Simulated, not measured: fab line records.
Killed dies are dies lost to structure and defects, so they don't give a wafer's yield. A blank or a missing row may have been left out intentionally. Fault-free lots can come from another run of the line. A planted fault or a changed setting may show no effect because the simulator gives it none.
Chamber matching | flow nandHarc | NHARC_A_STAIRCASE_DESCUM_443 on rieDiel-04 has 4 sister chambers
The step chemistry O2, time 3 s. 20 wafers are shown with their chamber, then 10 later ones without.

## EACH WAFER AND ITS CHAMBER
wafer  | chamber | drypumpMotorCurrentA (A) | showerheadPlenumPTorr (Torr) | oesProductAu (a.u.)
L074.2 | 2       | 5.6                      | 1.85                         | 1.020
L074.4 | 1       | 6.1                      | 1.83                         | 1.016
L074.6 | 1       | 6.1                      | 1.83                         | 1.015
L074.1 | 3       | 6.1                      | 2.05                         | 1.009
L074.3 | 0       | 5.5                      | 1.93                         | 0.979
L074.5 | 2       | 5.6                      | 1.85                         | 1.012
L075.2 | 0       | 5.5                      | 1.93                         | 0.976
L075.3 | 1       | 6.1                      | 1.82                         | 1.010
L075.4 | 2       | 5.6                      | 1.85                         | 1.005
L078.1 | 0       | 5.5                      | 1.93                         | 0.980
L078.2 | 3       | 6.2                      | 2.05                         | 1.004
L078.3 | 2       | 5.6                      | 1.84                         | 1.010
L078.4 | 1       | 6.1                      | 1.82                         | 1.018
L078.5 | 2       | 5.6                      | 1.84                         | 1.005
L078.6 | 3       | 6.2                      | 2.05                         | 1.011
L079.1 | 2       | 5.6                      | 1.84                         | 1.008
L079.4 | 0       | 5.5                      | 1.92                         | 0.972
L079.6 | 3       | 6.2                      | 2.04                         | 1.005
L081.1 | 0       | 5.5                      | 1.92                         | 0.986
L081.2 | 1       | 6.1                      | 1.82                         | 1.023

SIGNATURES (averages over the wafers above)
reading               | chamber 0 | chamber 1 | chamber 2 | chamber 3 | scatter within a chamber
drypumpMotorCurrentA  | 5.500     | 6.100     | 5.600     | 6.175     | 0.0217
showerheadPlenumPTorr | 1.9260    | 1.8240    | 1.8450    | 2.0475    | 0.00539
oesProductAu          | 0.97860   | 1.01640   | 1.01000   | 1.00725   | 0.00492
Rule: a wafer lies at a distance from a chamber equal to the root of the sum of squares, over the readings, of (its reading less the chamber's mean, divided by the reading's scatter). The wafer belongs to the nearest chamber; if the next one is less than 2 further off, it can't be placed. The scatter: take each reading less its chamber's mean, square it, sum over the shown wafers, divide by the number of wafers less the number of chambers, and take the root.

## WAFERS WHOSE CHAMBER IS MISSING
wafer  | drypumpMotorCurrentA (A) | showerheadPlenumPTorr (Torr) | oesProductAu (a.u.)
L081.5 | 6.1                      | 1.82                         | 1.033
L085.1 | 5.6                      | 1.84                         | 1.011
L085.2 | 6.1                      | 1.82                         | 1.021
L085.6 | 6.2                      | 2.04                         | 1.018
L092.1 | 5.6                      | 1.83                         | 1.012
L092.3 | 6.2                      | 2.03                         | 1.011
L092.6 | 5.6                      | 1.83                         | 1.003
L097.1 | 5.5                      | 1.83                         | 1.013
L097.4 | 6.2                      | 2.03                         | 0.994
L097.5 | 6.2                      | 2.03                         | 0.998

## THE CHAMBER EACH PASSED THROUGH
wafer  | from the rows above | in truth
L081.5 | 1                   | 1
L085.1 | 2                   | 2
L085.2 | 1                   | 1
L085.6 | 3                   | 3
L092.1 | 2                   | 2
L092.3 | 3                   | 3
L092.6 | 2                   | 2
L097.1 | 2                   | 2
L097.4 | 3                   | 3
L097.5 | 3                   | 3
10 of 10 placed correctly. Number that these rows cannot place: 0. Placed wrongly: 0.
